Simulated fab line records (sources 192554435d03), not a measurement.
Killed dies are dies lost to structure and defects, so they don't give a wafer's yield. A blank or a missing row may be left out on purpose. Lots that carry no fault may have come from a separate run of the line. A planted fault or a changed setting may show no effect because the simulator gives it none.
Lot-split experiment -- flow n5_finfet -- 21 wafers read across 7 lots, on a route 1938 steps long

## SPLIT DETAILS
At N5_FIN_SAQP_COAT_68 (time 60 s, resist thk 100 nm), the setting spin_rpm was moved away from the recipe's 1500 rpm on 5 of the 21 wafers read, by -8.1% to +7.1%. For the rest of the wafers, this setting stayed at what the recipe calls for.

The split's own step is where the reading is taken.

## THE READING
SOC_of_FIN_SAQP_COAT_68.thk_nm (the simulator's own value, which no gauge read), in nm, at N5_FIN_SAQP_COAT_68 (time 60 s, resist thk 100 nm). The file does not state a usual value for it. The 16 wafers here that ran the recipe average 100.0 nm, standard deviation 0.24 nm.

wafer,"tool, chamber at the split","spin_rpm as run, rpm",against the recipe,"SOC_of_FIN_SAQP_COAT_68.thk_nm, nm",against lot-mates on the recipe
L077.1,"litho_track-05, 0",1568,+4.5%,97.8,-2.2
L077.2,"litho_track-05, 0",1568,+4.5%,97.8,-2.2
L077.4,"litho_track-05, 0",1500,recipe,100,-
L079.1,"litho_track-01, 0",1500,recipe,99.8,-
L079.3,"litho_track-01, 0",1500,recipe,99.8,-
L079.4,"litho_track-01, 0",1500,recipe,99.6,-
L087.1,"litho_track-01, 0",1500,recipe,100.4,-
L087.2,"litho_track-01, 0",1500,recipe,100.2,-
L087.4,"litho_track-01, 0",1500,recipe,100,-
L089.2,"litho_track-01, 0",1500,recipe,99.8,-
L089.3,"litho_track-01, 0",1606,+7.1%,96.8,-3.2
L089.6,"litho_track-01, 0",1500,recipe,100.2,-
L092.2,"litho_track-01, 0",1500,recipe,99.8,-
L092.4,"litho_track-01, 0",1451,-3.3%,101.6,+1.6
L092.5,"litho_track-01, 0",1500,recipe,100.2,-
L093.3,"litho_track-01, 0",1500,recipe,100.2,-
L093.6,"litho_track-01, 0",1500,recipe,100.2,-
L093.5,"litho_track-01, 0",1378,-8.1%,104.6,+4.4
L096.3,"litho_track-01, 0",1500,recipe,99.6,-
L096.4,"litho_track-01, 0",1500,recipe,99.8,-
L096.6,"litho_track-01, 0",1500,recipe,99.8,-

FIT RESULTS
A straight line over all 21 wafers: SOC_of_FIN_SAQP_COAT_68.thk_nm changes by -0.508 nm for each +1% of spin_rpm; r = -0.99; the points scatter about the line by 0.26 nm.
The same after taking each lot's own level away (the mean of its wafers on the recipe; 21 wafers): -0.499 nm for each +1%; r = -0.99; scatter 0.16 nm.
The reading moves by 4.1 nm for the largest change in spin_rpm, on that fit.
The span of the lots' own levels, 99.73 to 100.20 nm, comes to 2.0 times the standard deviation stated above.
So the lot-to-lot level changes the slope little: the two slopes agree.
Check: +3.83 nm against its lot-mates is what the line predicts for one of the wafers moved furthest among these (-8.1%) when that wafer is left out of the fit. It came out at +4.4 nm against them.

## FURTHER SPLITS ON THESE WAFERS
Before the reading, these wafers also passed through other splits. Each is held against what the fit with the lots' levels taken away leaves over:
other split on the same wafers,wafers away from the commonest value,r with SOC_of_FIN_SAQP_COAT_68.thk_nm (lot level and that fit taken away)
N5_PMOS_HMC_CHANNEL_EPI_HM_DEP_34 time_s,4,+0.12
N5_PMOS_HMC_CHANNEL_EPI_PEB_07 peb_temp_c,8,+0.16
N5_FIN_SAQP_SPACER1_ALD_24 temp_c,6,+0.36

## FILE'S OWN FIT
SOC_of_FIN_SAQP_COAT_68.thk_nm changes by -0.5 nm for each +1% of spin_rpm, r = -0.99.
